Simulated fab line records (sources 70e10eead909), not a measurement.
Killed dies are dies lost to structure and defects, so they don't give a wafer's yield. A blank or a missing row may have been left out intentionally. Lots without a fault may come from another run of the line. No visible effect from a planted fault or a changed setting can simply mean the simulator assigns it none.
A struck lot beside a sound one | flow nandHarc | 14 steps out of a route of 1159
Sound: the wafers L572.3, L572.5, L572.6. Struck: wafer L576.2 (left out: L576.1, L576.4 of the same lot, which were not struck); the cause appears at the end.
Per side, at each step with rows, come the tool, then ch with its chambers, and then its first start. Under that, the readings that differ: sound wafers | struck wafers | difference of the means | sigmas: that difference in standard deviations of wafers without a fault.
alike: words and numbers the same on both sides, and readings whose means are apart by under 2 such deviations; not compared: readings that were withheld, readings missing a value for some wafer, numbers with overlapping values and no deviation given by the record, and bounds like >300 which may hide the same value.
The two part at a step that has a row with sigmas, a row that says differs or no value, or rows on one side only. Numbers that have no deviation but don't overlap get no sigmas and don't part them. A reading that every wafer of one side lacks parts them only if that side has two wafers or more.

first, 9 steps without rows for these wafers: NHARC_A_STAIRCASE_DEHYDRATE_158 (time 120 s); NHARC_A_STAIRCASE_HMDS_159 (time 30 s); NHARC_A_STAIRCASE_COAT_160; NHARC_A_STAIRCASE_SOFTBAKE_161 (time 170 s); NHARC_A_STAIRCASE_EBR_162; NHARC_A_STAIRCASE_EXPOSE_163 (exposes mask STAIR OPEN); NHARC_A_STAIRCASE_PEB_164 (peb time 130 s); NHARC_A_STAIRCASE_DEVELOP_165 (time 140 s); NHARC_A_STAIRCASE_HARDBAKE_167 (time 140 s).
NHARC_A_STAIRCASE_DESCUM_168: chemistry O2, time 3 s.
  sound on rieDiel-12 ch 1,2, day 11 09:56; struck on rieDiel-12 ch 0, day 12 12:20
reading                  | sound       | struck | difference | sigmas
drypumpMotorCurrentA (A) | 5.6 5.3 5.6 | 6.6    | +1.1       | +2
  alike: oesProductAu, rfVppV, showerheadPlenumPTorr, throttleValvePct
  not compared: rfHoursCounterH
NHARC_A_STAIRCASE_ETCH_169: etches the open film in CH3F/O2, target depth 50 nm, time 107.1 s.
  sound on rieDiel-12 ch 1,2, day 11 10:01; struck on rieDiel-12 ch 1, day 12 12:26
  alike: ch3fFlowSccm, drypumpMotorCurrentA, oesProductAu, rfVppV, runLengthS, showerheadPlenumPTorr, throttleValvePct
  not compared: rfHoursCounterH
NHARC_A_STAIRCASE_ETCH_170: etches the open film in C4F6/O2, target depth 200 nm, time 66.667 s.
  sound on rieDiel-12 ch 0,1,2, day 11 10:10; struck on rieDiel-12 ch 3, day 12 12:32
reading        | sound          | struck | difference | sigmas
runLengthS (s) | 88.4 88.0 88.3 | 78.7   | -9.5       | -21
  alike: drypumpMotorCurrentA, oesProductAu, rfVppV, showerheadPlenumPTorr, throttleValvePct
  not compared: rfHoursCounterH
NHARC_A_STAIRCASE_STRIP_171: strips in O2.
  sound on plasmaAsher-02 ch 0,1, day 11 10:23; struck on plasmaAsher-02 ch 0, day 12 12:40
reading             | sound | struck | difference                   | sigmas
rfHoursCounterH (h) | - - - | 28     | no value on the sound wafers | 
  alike: drypumpMotorCurrentA, heaterPowerW, tempC
-- jump in the record: it breaks off in module A_STAIRCASE and resumes in module END (first step shown: number 1159 of the route), and 10 days separate the struck wafers' starts before and after --
NHARC_END_SORT_01:
  sound on prober-02 ch 0, day 20 22:02; struck on prober-02 ch 0, day 22 01:24
reading       | sound    | struck | difference | sigmas
killedAtArray | 29 32 29 | 669    | +639       | +58
killedDies    | 33 38 31 | 671    | +637       | +53
  alike: killedAtOther, killedAtPeriphery, killedOpen, killedShort

== WHERE THEY PART ==
At NHARC_A_STAIRCASE_DESCUM_168 first; at NHARC_END_SORT_01 last (within this record only).

WHY: whatever the simulator had introduced
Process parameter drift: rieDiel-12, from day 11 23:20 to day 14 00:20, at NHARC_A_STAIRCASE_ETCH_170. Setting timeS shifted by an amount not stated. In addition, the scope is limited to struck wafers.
